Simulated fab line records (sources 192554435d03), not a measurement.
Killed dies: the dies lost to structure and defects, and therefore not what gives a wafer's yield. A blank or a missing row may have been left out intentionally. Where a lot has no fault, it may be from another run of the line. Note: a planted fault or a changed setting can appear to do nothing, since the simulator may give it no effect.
fab line records | flow n5_finfet
record: lots: 11 | wafers: 29 | last_day: 19
route steps=1938 shown BEOL_M4@1089 BEOL_M5@1112 PASSIVATION@1936
lots that met no fault: from a run of the same line without faults
start_h: the number of hours between the record's first day and the start of the first shown wafer of the lot | wait_h: how many hours have passed since the lot's step before this one | " same as the row above | L1.1+2: one row covering several wafers at once | - no value present, or no start provided | * or withheld: withheld | < > ~ a bound
route shown NAME@n: NAME is a module with steps in the file, n the number in the route of the first one | usual: mean and standard deviation over wafers with no fault | same: alike in all rows | chamber/n: place in a boat | sites: readings site by site | _std_site: the standard deviation of these | _edge_site: mean of outer sites minus mean of inner sites | radius_mm: for every site, how far away it sits from the centre of the wafer | mask NAME#n: copy n | behind: the most recent tool/chamber to have shaped the wafer | hold: the reason the lot was held/the length of the hold in hours/how it ended | device: the transistor (n, p or np) that didn't switch | end of line: tests run on the same wafers once the route is complete | step lacking rows: just its recipe | killed: at the first sort, the dies lost to defects and structure; wafer yield is something else | map: per-die view of a wafer (x killed, . not killed, _ where there is no die)
set.NAME: the setting that was run; set.NAME@STEP: the one run at that earlier step | model.NAME: the simulator's own value behind a step, which no gauge read
steps of the route over a sample of lots; a table a step, a row a wafer
services: when a tool's chamber went out of use (start_h, in hours from the record's first day, below 0 if earlier), for how many hours, and the reason
== steps ==
step: N5_BEOL_M4_ANNEAL_82
recipe: temp_c: 400 | time_s: 240 | ambient: vacuum
usual: heater_power_w: 857/91
same: time_s: 240
lot.wafer | tool           | chamber | start_h | wait_h | heater_power_w
L778.1    | pvd_sputter-02 | -       | 203.59  | 0.0    | 1034
L778.2    | "              | -       | "       | "      | 734
L778.6    | "              | -       | "       | "      | 738
L781.1    | pvd_sputter-01 | -       | 236.08  | 0.0    | 904
L781.3    | "              | -       | "       | "      | 937
L781.6    | "              | -       | "       | "      | 809
L782.5    | pvd_sputter-02 | -       | 236.32  | 0.1    | 1024
L782.6    | "              | -       | "       | "      | 719
L783.1    | pvd_sputter-01 | -       | 239.01  | 0.0    | 936
L783.2    | "              | -       | "       | "      | 804
L783.5    | "              | -       | "       | "      | 910
L784.1    | pvd_sputter-03 | -       | 242.82  | 0.0    | 772
L784.2    | "              | -       | "       | "      | 773
L784.6    | "              | -       | "       | "      | 774
L785.1    | pvd_sputter-01 | -       | 244.03  | 0.0    | 906
L785.2    | "              | -       | "       | "      | 768
L785.3    | "              | -       | "       | "      | 988
L787.1    | pvd_sputter-01 | -       | 273.26  | 0.0    | 802
L787.6    | "              | -       | "       | "      | 794
L791.1    | pvd_sputter-03 | -       | 281.99  | 0.0    | 774
L791.3    | "              | -       | "       | "      | 839
L791.6    | "              | -       | "       | "      | 829
L790.5    | pvd_sputter-01 | -       | 282.71  | 0.1    | 893
L790.6    | "              | -       | "       | "      | 975
L794.1    | pvd_sputter-02 | -       | 291.68  | 0.0    | 730
L794.6    | "              | -       | "       | "      | 720
L798.1    | pvd_sputter-03 | -       | 340.35  | 0.0    | 856
L798.3    | "              | -       | "       | "      | 788
L798.4    | "              | -       | "       | "      | 824
step: N5_BEOL_M4_ANNEAL_87
recipe: temp_c: 400 | time_s: 240 | ambient: vacuum
usual: heater_power_w: 858/93
same: time_s: 240
lot.wafer | tool           | chamber | start_h | wait_h | heater_power_w
L778.1    | pvd_sputter-02 | -       | 203.81  | 0.0    | 1046
L778.2    | "              | -       | "       | "      | 727
L778.6    | "              | -       | "       | "      | 719
L781.1    | pvd_sputter-01 | -       | 236.30  | 0.0    | 926
L781.3    | "              | -       | "       | "      | 945
L781.6    | "              | -       | "       | "      | 787
L782.5    | pvd_sputter-02 | -       | 236.54  | 0.1    | 1026
L782.6    | "              | -       | "       | "      | 732
L783.1    | pvd_sputter-01 | -       | 239.23  | 0.0    | 955
L783.2    | "              | -       | "       | "      | 792
L783.5    | "              | -       | "       | "      | 913
L784.1    | pvd_sputter-03 | -       | 243.04  | 0.0    | 778
L784.2    | "              | -       | "       | "      | 781
L784.6    | "              | -       | "       | "      | 771
L785.1    | pvd_sputter-01 | -       | 244.25  | 0.0    | 901
L785.2    | "              | -       | "       | "      | 815
L785.3    | "              | -       | "       | "      | 965
L787.1    | pvd_sputter-01 | -       | 273.48  | 0.0    | 781
L787.6    | "              | -       | "       | "      | 801
L791.1    | pvd_sputter-03 | -       | 282.21  | 0.0    | 777
L791.3    | "              | -       | "       | "      | 807
L791.6    | "              | -       | "       | "      | 825
L790.5    | pvd_sputter-01 | -       | 282.93  | 0.1    | 897
L790.6    | "              | -       | "       | "      | 985
L794.1    | pvd_sputter-02 | -       | 291.90  | 0.0    | 728
L794.6    | "              | -       | "       | "      | 747
L798.1    | pvd_sputter-03 | -       | 340.57  | 0.0    | 886
L798.3    | "              | -       | "       | "      | 769
L798.4    | "              | -       | "       | "      | 829
step: N5_BEOL_M4_THK_MEAS_53
recipe: thk_meas_gauge: xrf | reads: Cu_of_BEOL_M4_ECD_50
usual: M4_THK: 39.2/1.4
lot.wafer | tool          | chamber | start_h | wait_h | M4_THK[nm]
L778.1    | film_metro-02 | -       | 205.62  | -      | 38.4
L778.2    | "             | -       | "       | "      | 37.8
L778.6    | "             | -       | "       | "      | 39.3
L781.1    | film_metro-02 | -       | 238.11  | -      | 37.0
L781.3    | "             | -       | "       | "      | 40.1
L781.6    | "             | -       | "       | "      | 37.4
L782.5    | film_metro-02 | -       | 238.53  | -      | 38.5
L782.6    | "             | -       | "       | "      | 37.5
L783.1    | film_metro-01 | -       | 241.03  | -      | 40.5
L783.2    | "             | -       | "       | "      | 38.1
L783.5    | "             | -       | "       | "      | 38.8
L784.1    | film_metro-02 | -       | 245.35  | -      | 37.4
L784.2    | "             | -       | "       | "      | 39.8
L784.6    | "             | -       | "       | "      | 40.9
L785.1    | film_metro-02 | -       | 246.70  | -      | 38.5
L785.2    | "             | -       | "       | "      | 36.7
L785.3    | "             | -       | "       | "      | 37.6
L787.1    | film_metro-02 | -       | 275.29  | -      | 36.9
L787.6    | "             | -       | "       | "      | 38.0
L791.1    | film_metro-02 | -       | 284.04  | -      | 40.3
L791.3    | "             | -       | "       | "      | 40.4
L791.6    | "             | -       | "       | "      | 42.0
L790.5    | film_metro-01 | -       | 284.67  | -      | 38.8
L790.6    | "             | -       | "       | "      | 40.4
L794.1    | film_metro-01 | -       | 293.71  | -      | 40.9
L794.6    | "             | -       | "       | "      | 37.1
L798.1    | film_metro-01 | -       | 342.40  | -      | 40.5
L798.3    | "             | -       | "       | "      | 39.2
L798.4    | "             | -       | "       | "      | 39.4
step: N5_BEOL_M4_RC_MEAS_101
usual: DIBL_N: 36.0/1.6 | DIBL_P: 35.8/2 | IOFF_N: 0.152/0.03 | IOFF_P: 0.20/0.031 | ION_N: 670/12 | ION_P: 459/7.4 | SS_N: 71.5/0.56 | SS_P: 73.2/0.64 | VT_N: 251/3.5 | VT_P: -252/3.3
lot.wafer | tool      | chamber | start_h | wait_h | DIBL_N[mV/V] | DIBL_P[mV/V] | IOFF_N[nA/um] | IOFF_P[nA/um] | ION_N[uA/um] | ION_P[uA/um] | SS_N[mV/dec] | SS_P[mV/dec] | VT_N[mV] | VT_P[mV]
L778.1    | prober-02 | 0       | 205.93  | 0.0    | 37.0         | 37.4         | 0.162         | 0.21          | 683          | 468          | 70.9         | 74.1         | 248      | -250
L778.2    | "         | 0       | "       | "      | 35.3         | 34.5         | 0.136         | 0.17          | 675          | 464          | 71.0         | 72.6         | 249      | -253
L778.6    | "         | 0       | "       | "      | 35.9         | 34.9         | 0.135         | 0.18          | 659          | 451          | 70.8         | 73.1         | 252      | -255
L781.1    | prober-01 | 0       | 238.45  | 0.0    | 33.6         | 34.2         | 0.113         | 0.19          | 644          | 456          | 71.4         | 72.4         | 255      | -247
L781.3    | "         | 0       | "       | "      | 36.9         | 38.5         | 0.172         | 0.26          | 676          | 473          | 71.7         | 73.6         | 248      | -245
L781.6    | "         | 0       | "       | "      | 34.7         | 35.2         | 0.136         | 0.21          | 673          | 473          | 71.2         | 72.9         | 253      | -248
L782.5    | prober-02 | 0       | 239.46  | 0.6    | 36.8         | 37.0         | 0.170         | 0.20          | 665          | 449          | 71.2         | 73.4         | 247      | -253
L782.6    | "         | 0       | "       | "      | 34.7         | 35.1         | 0.134         | 0.18          | 667          | 457          | 71.4         | 73.4         | 253      | -252
L783.1    | prober-01 | 0       | 241.38  | 0.0    | 33.4         | 30.6         | 0.099         | 0.15          | 645          | 449          | 70.3         | 71.7         | 256      | -254
L783.2    | "         | 0       | "       | "      | 34.5         | 33.8         | 0.123         | 0.19          | 671          | 467          | 70.3         | 72.5         | 252      | -251
L783.5    | "         | 0       | "       | "      | 36.9         | 35.4         | 0.152         | 0.20          | 662          | 460          | 72.2         | 73.3         | 249      | -249
L784.1    | prober-01 | 0       | 245.94  | 0.0    | 34.2         | 33.1         | 0.111         | 0.15          | 654          | 447          | 71.0         | 71.8         | 257      | -257
L784.2    | "         | 0       | "       | "      | 35.1         | 34.1         | 0.124         | 0.15          | 647          | 441          | 71.6         | 72.7         | 255      | -255
L784.6    | "         | 0       | "       | "      | 36.6         | 36.1         | 0.150         | 0.18          | 663          | 451          | 72.1         | 73.1         | 251      | -256
L785.1    | prober-01 | 0       | 247.01  | 0.0    | 33.3         | 33.0         | 0.110         | 0.16          | 659          | 457          | 71.8         | 72.7         | 253      | -254
L785.2    | "         | 0       | "       | "      | 34.2         | 35.2         | 0.129         | 0.19          | 661          | 457          | 71.1         | 73.3         | 252      | -252
L785.3    | "         | 0       | "       | "      | 36.2         | 38.0         | 0.170         | 0.23          | 678          | 463          | 71.6         | 73.7         | 249      | -247
L787.1    | prober-01 | 0       | 275.60  | 0.0    | 36.2         | 35.1         | 0.121         | 0.17          | 644          | 446          | 71.9         | 72.7         | 260      | -257
L787.6    | "         | 0       | "       | "      | 37.3         | 37.2         | 0.154         | 0.21          | 669          | 456          | 72.3         | 73.1         | 253      | -252
L791.1    | prober-02 | 0       | 284.35  | 0.0    | 34.7         | 33.2         | 0.122         | 0.15          | 658          | 452          | 71.2         | 73.1         | 254      | -257
L791.3    | "         | 0       | "       | "      | 39.0         | 38.9         | 0.210         | 0.24          | 690          | 472          | 72.5         | 73.9         | 246      | -248
L791.6    | "         | 0       | "       | "      | 36.8         | 35.7         | 0.154         | 0.19          | 667          | 452          | 71.9         | 73.5         | 252      | -252
L790.5    | prober-01 | 0       | 285.60  | 0.6    | 37.0         | 39.1         | 0.203         | 0.26          | 695          | 470          | 71.8         | 73.6         | 245      | -246
L790.6    | "         | 0       | "       | "      | 37.5         | 39.4         | 0.224         | 0.26          | 686          | 466          | 72.0         | 73.6         | 243      | -248
L794.1    | prober-02 | 0       | 294.03  | 0.0    | 38.4         | 39.4         | 0.211         | 0.26          | 691          | 465          | 71.5         | 73.6         | 246      | -249
L794.6    | "         | 0       | "       | "      | 36.1         | 35.7         | 0.150         | 0.20          | 673          | 459          | 71.2         | 72.6         | 249      | -249
L798.1    | prober-01 | 0       | 342.77  | 0.0    | 35.3         | 36.1         | 0.156         | 0.23          | 681          | 467          | 71.0         | 73.7         | 248      | -249
L798.3    | "         | 0       | "       | "      | 35.7         | 36.1         | 0.171         | 0.22          | 677          | 468          | 71.2         | 74.0         | 249      | -250
L798.4    | "         | 0       | "       | "      | 37.0         | 37.1         | 0.177         | 0.23          | 676          | 465          | 71.9         | 74.4         | 251      | -250
step: N5_BEOL_M5_ILD_DEP_00
recipe: material: SiCOH_lowk | target_thk_a: 1406.4 | temp_c: 300 | precursor: DEMS/porogen | pressure_torr: 5 | rf_w: 500 | time_s: 25.9
usual: heater_power_w: 311/35 | showerhead_plenum_p_Torr: 5.739/0.013 | throttle_valve_pct: 14.2/0.7
lot.wafer | tool     | chamber | start_h | wait_h | heater_power_w | showerhead_plenum_p_Torr | throttle_valve_pct
L778.1    | pecvd-01 | 0       | 206.90  | 0.8    | 323            | 5.742                    | 15.1
L778.2    | "        | 1       | "       | "      | 380            | 5.746                    | 14.2
L778.6    | "        | 2       | "       | "      | 312            | 5.715                    | 16.2
L781.1    | pecvd-01 | 1       | 239.42  | 0.8    | 355            | 5.742                    | 14.3
L781.3    | "        | 0       | "       | "      | 275            | 5.735                    | 14.4
L781.6    | "        | 1       | "       | "      | 363            | 5.754                    | 13.9
L782.5    | pecvd-02 | 1       | 239.83  | 0.2    | 324            | 5.719                    | 13.7
L782.6    | "        | 0       | "       | "      | 353            | 5.742                    | 14.4
L783.1    | pecvd-03 | 0       | 242.35  | 0.8    | 322            | 5.748                    | 14.0
L783.2    | "        | 1       | "       | "      | 326            | 5.755                    | 15.1
L783.5    | "        | 1       | "       | "      | 259            | 5.736                    | 15.2
L784.1    | pecvd-01 | 1       | 246.90  | 0.8    | 387            | 5.756                    | 14.1
L784.2    | "        | 0       | "       | "      | 314            | 5.731                    | 15.0
L784.6    | "        | 0       | "       | "      | 322            | 5.727                    | 15.0
L785.1    | pecvd-02 | 1       | 247.97  | 0.8    | 326            | 5.725                    | 13.9
L785.2    | "        | 2       | "       | "      | 351            | 5.742                    | 13.1
L785.3    | "        | 0       | "       | "      | 328            | 5.734                    | 14.3
L787.1    | pecvd-02 | 1       | 276.56  | 0.8    | 329            | 5.768                    | 13.8
L787.6    | "        | 1       | "       | "      | 327            | 5.728                    | 13.9
L791.1    | pecvd-02 | 2       | 285.32  | 0.8    | 338            | 5.748                    | 13.2
L791.3    | "        | 1       | "       | "      | 321            | 5.757                    | 13.7
L791.6    | "        | 1       | "       | "      | 325            | 5.716                    | 13.6
L790.5    | pecvd-02 | 1       | 285.97  | 0.2    | 279            | 5.745                    | 14.0
L790.6    | "        | 0       | "       | "      | 298            | 5.717                    | 14.4
L794.1    | pecvd-02 | 1       | 295.00  | 0.8    | 331            | 5.725                    | 13.7
L794.6    | "        | 2       | "       | "      | 312            | 5.736                    | 13.3
L798.1    | pecvd-03 | 1       | 343.73  | 0.8    | 303            | 5.733                    | 15.4
L798.3    | "        | 0       | "       | "      | 293            | 5.736                    | 14.8
L798.4    | "        | 1       | "       | "      | 305            | 5.745                    | 15.0
step: N5_BEOL_M5_THK_MEAS_01
recipe: reads: SiCOH_lowk_of_BEOL_M5_ILD_DEP_00
usual: M5_ILD_THK: 122.3/1.5
lot.wafer | tool          | chamber | start_h | wait_h | M5_ILD_THK[nm]
L778.1    | film_metro-02 | -       | 207.47  | 0.4    | 122.1
L778.2    | "             | -       | "       | "      | 119.6
L778.6    | "             | -       | "       | "      | 124.9
L781.1    | film_metro-01 | -       | 240.01  | 0.4    | 119.2
L781.3    | "             | -       | "       | "      | 122.2
L781.6    | "             | -       | "       | "      | 121.7
L782.5    | film_metro-02 | -       | 240.39  | 0.1    | 121.7
L782.6    | "             | -       | "       | "      | 123.2
L783.1    | film_metro-02 | -       | 242.94  | 0.4    | 121.3
L783.2    | "             | -       | "       | "      | 121.6
L783.5    | "             | -       | "       | "      | 123.3
L784.1    | film_metro-02 | -       | 247.49  | 0.4    | 118.7
L784.2    | "             | -       | "       | "      | 118.0
L784.6    | "             | -       | "       | "      | 120.0
L785.1    | film_metro-02 | -       | 248.55  | 0.4    | 121.3
L785.2    | "             | -       | "       | "      | 121.9
L785.3    | "             | -       | "       | "      | 122.1
L787.1    | film_metro-01 | -       | 277.16  | 0.4    | 121.7
L787.6    | "             | -       | "       | "      | 122.4
L791.1    | film_metro-02 | -       | 285.89  | 0.4    | 123.4
L791.3    | "             | -       | "       | "      | 122.3
L791.6    | "             | -       | "       | "      | 124.9
L790.5    | film_metro-02 | -       | 286.52  | 0.1    | 122.6
L790.6    | "             | -       | "       | "      | 41.3
L794.1    | film_metro-02 | -       | 295.62  | 0.4    | 122.5
L794.6    | "             | -       | "       | "      | 41.2
L798.1    | film_metro-01 | -       | 344.30  | 0.4    | 120.2
L798.3    | "             | -       | "       | "      | 120.9
L798.4    | "             | -       | "       | "      | 122.5
step: N5_PASSIVATION_PROBE_49
usual: defect_limited_yield: 91.6/1.4 | killed_at_M0_to_M3: 33/10 | killed_at_M4_up: 13/5.3 | killed_at_contacts: 13/5.9 | killed_at_front_end: 36/12 | killed_at_other: 4/3.1 | killed_dies: 99/16 | killed_on_rim: 13/4.2 | killed_open: 65/13 | killed_short: 32/7.3 | sort_bin_5_function: 4.9/0.9 | sort_bin_6_memory: 3.1/0.66 | sort_bin_8_speed: 0.0/0.42 | sort_n_pass: 1081/17 | sort_yield_pct: 91.6/1.4
same: gross_dies: 1180 | killed_at_back_side: 0 | sort_bin_4_leakage[%]: 0
lot.wafer | tool      | chamber | start_h | wait_h | defect_limited_yield[%] | killed_at_M0_to_M3 | killed_at_M4_up | killed_at_contacts | killed_at_front_end | killed_at_other | killed_dies | killed_on_rim | killed_open | killed_short | sort_bin_5_function[%] | sort_bin_6_memory[%] | sort_bin_8_speed[%] | sort_n_pass | sort_yield_pct[%]
L790.5    | prober-01 | -       | 398.12  | 0.2    | 92.5                    | 22                 | 13              | 17                 | 34                  | 3               | 89          | 18            | 63          | 24           | 4.2                    | 3.1                  | 0                   | 1091        | 92.5
L790.6    | prober-01 | -       | 398.17  | 0.3    | 0                       | 22                 | 1094            | 21                 | 39                  | 4               | 1180        | 152           | 52          | 45           | 4.5                    | 3.4                  | 0                   | 0           | 0
L794.1    | prober-01 | -       | 404.28  | 0.0    | 93.4                    | 24                 | 12              | 5                  | 33                  | 4               | 78          | 11            | 53          | 22           | 3.5                    | 2.9                  | 0                   | 1102        | 93.4
L794.6    | prober-01 | -       | 404.53  | 0.3    | 0                       | 28                 | 1100            | 5                  | 42                  | 5               | 1180        | 152           | 58          | 35           | 4.5                    | 3.6                  | 0                   | 0           | 0
killed by level:class
L790.5 MOL_CONTACT_COAG:geometric_particle:open=15 STI_FIN_REVEAL:geometric_particle:open=7 DUMMY_GATE:geometric_particle:open=7 GATE_CUT:geometric_particle:short=5 BEOL_M0:geometric_particle:open=5 BEOL_M3:geometric_particle:open=5 BEOL_M4:geometric_particle:open=4 BEOL_M5:geometric_particle:open=4
L790.6 BEOL_M5:area_dep=1082 FIN_SAQP:geometric_particle:short=19 MOL_CONTACT_COAG:geometric_particle:open=15 BEOL_M0_SAQP:geometric_particle:short=10 FIN_SAQP:geometric_particle:open=9 MOL_CONTACT_COAG:geometric_particle:short=6 BEOL_M5:geometric_particle:open=6 BEOL_M0_SAQP:geometric_particle:open=5
L794.1 DUMMY_GATE:geometric_particle:open=10 BEOL_M5:geometric_particle:open=7 BEOL_M1:geometric_particle:open=6 BEOL_M3:geometric_particle:open=6 GATE_CUT:geometric_particle:short=5 FIN_SAQP:geometric_particle:open=4 DUMMY_GATE:geometric_particle:short=4 MOL_CONTACT_COAG:geometric_particle:open=4
L794.6 BEOL_M5:area_dep=1082 GATE_CUT:geometric_particle:short=9 BEOL_M0_SAQP:geometric_particle:short=7 GATE_CUT:geometric_particle:open=6 BEOL_M0_SAQP:geometric_particle:open=6 BEOL_M5:geometric_particle:open=6 STI_FIN_REVEAL:geometric_particle:open=5 BEOL_M3:geometric_particle:open=5
== services ==
tool     | chamber | start_h | hours | kind
pecvd-01 | 2       | 215.87  | 20.5  | repair
pecvd-03 | 1       | 223.73  | 6.0   | repair
pecvd-02 | 1       | 233.21  | 2.1   | scheduled_down
pecvd-03 | 2       | 234.72  | 9.0   | repair
pecvd-01 | 2       | 236.42  | -     | clean
pecvd-01 | 2       | 236.42  | -     | consumable_replace:showerhead
pecvd-01 | 2       | 236.42  | 29.0  | scheduled_down
pecvd-01 | 2       | 236.42  | 29.0  | vent_cycle
pecvd-02 | 0       | 273.00  | 5.5   | scheduled_down
pecvd-03 | 2       | 328.58  | 2.1   | scheduled_down
pecvd-02 | -       | 337.78  | 0.8   | pm
== key ==
first_sign: step: N5_BEOL_M5_THK_MEAS_01 | reading: M5_ILD_THK | direction: down | sigmas: 55 | usual: 122.3 | struck: 41.3
effect: step: N5_PASSIVATION_PROBE_49 | reading: killed_at_M4_up | direction: up | sigmas: 99+ | usual: 13 | struck: 1097
more_kills_born_at: N5_BEOL_M5_ILD_DEP_00@pecvd-02: 2164
met_at N5_BEOL_M5_ILD_DEP_00
struck_lots L790,L794
struck_wafers L790.6,L794.6
later_rows_left_out L790.6,L794.6
not_acting_at N5_BEOL_M4_ANNEAL_82,N5_BEOL_M4_ANNEAL_87,N5_BEOL_M4_THK_MEAS_53
onset_between 285.32 285.97
fault: kind: process_parameter_drift | tool: pecvd-02 | chamber: - | onset_h: 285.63 | steps: N5_BEOL_M5_ILD_DEP_00 | channel: time_s | offset: * | shape: step | end_h: 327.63 | scope: struck_wafers_only | acts_in: * | stated: *
later_rows_left_out: the simulator's readings of these wafers behind a module that went badly wrong aren't trusted and aren't shown, but for the sort
